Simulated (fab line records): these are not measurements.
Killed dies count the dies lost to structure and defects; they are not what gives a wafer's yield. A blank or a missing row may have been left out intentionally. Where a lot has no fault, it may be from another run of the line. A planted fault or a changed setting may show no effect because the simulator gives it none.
Which of the tools did it? | flow nandHarc | 18 wafers from 6 lots sampled at 5 of the route's 1159 steps

== WHAT EACH GAUGE READ, for each wafer ==
NHARC_END_SORT_01.
lot  | measured     | on        | killedAtArray
L899 | day 22 16:13 | prober-01 | 29 28 37

== EACH LOT AND THE TOOL THAT RAN IT (in order: tool; ch and the chambers of the sampled wafers; start) ==
lot  | NHARC_A_SGD_CUT_DESCUM_14         | NHARC_A_SGD_CUT_CMP_21        | NHARC_A_SLIT_DEP_23             | NHARC_A_SLIT_SOFTBAKE_04
L893 | rieDiel-13 ch 0,1,2, day 14 14:59 | cmp-03 ch 0,1,2, day 14 22:44 | pecvd-01 ch 0,1,2, day 15 02:21 | lithoTrack-01 ch 0, day 15 02:00
L894 | rieDiel-13 ch 0,1,3, day 15 03:40 | cmp-03 ch 0,1,3, day 15 09:20 | pecvd-02 ch 0,1,2, day 15 12:29 | lithoTrack-01 ch 0, day 15 12:00
L895 | rieDiel-05 ch 0,2,3, day 15 17:44 | cmp-04 ch 0,1,3, day 15 23:56 | pecvd-02 ch 1,2, day 16 06:29   | lithoTrack-06 ch 0, day 16 06:00
L899 | rieDiel-13 ch 0,2,3, day 17 10:17 | cmp-03 ch 0,2,3, day 17 18:05 | pecvd-03 ch 0,2, day 17 21:13   | lithoTrack-01 ch 0, day 17 21:00
L905 | rieDiel-05 ch 1,2,3, day 17 21:23 | cmp-04 ch 0,1,3, day 18 02:51 | pecvd-02 ch 0,1,2, day 18 07:13 | lithoTrack-04 ch 0, day 18 07:00
L908 | rieDiel-08 ch 0,1, day 18 11:05   | cmp-03 ch 0,1, day 18 17:57   | pecvd-03 ch 0,2, day 18 22:44   | lithoTrack-01 ch 0, day 18 22:00
- NHARC_A_SGD_CUT_DESCUM_14: chemistry O2, time 3 s.
- NHARC_A_SGD_CUT_CMP_21: polishes, target thk 148.19 nm.
- NHARC_A_SLIT_DEP_23: deposits SiON, target thk 100 nm.
- NHARC_A_SLIT_SOFTBAKE_04: time 55 s.

== THE ANSWER, worked out from the rows above alone ==
Rule: the lots themselves supply what counts as usual. Put in order of their means at a reading, lots are off if they are a third of the lots or fewer, leave a main group of 4 or more, and stand apart from it by a gap of 3 or more times the standard deviation of the main group's means; of several such gaps the widest counts. A main group is skipped when, at the precision printed for the reading in the tables above, its means are all equal. A lot without any number at a reading at which 4 lots or more have one is off too. All remaining lots with rows at the step are treated as sound.
Across all readings shown, no lot is off: no conclusion can be drawn from this.

== WHAT THE SIMULATOR HAD INSERTED ==
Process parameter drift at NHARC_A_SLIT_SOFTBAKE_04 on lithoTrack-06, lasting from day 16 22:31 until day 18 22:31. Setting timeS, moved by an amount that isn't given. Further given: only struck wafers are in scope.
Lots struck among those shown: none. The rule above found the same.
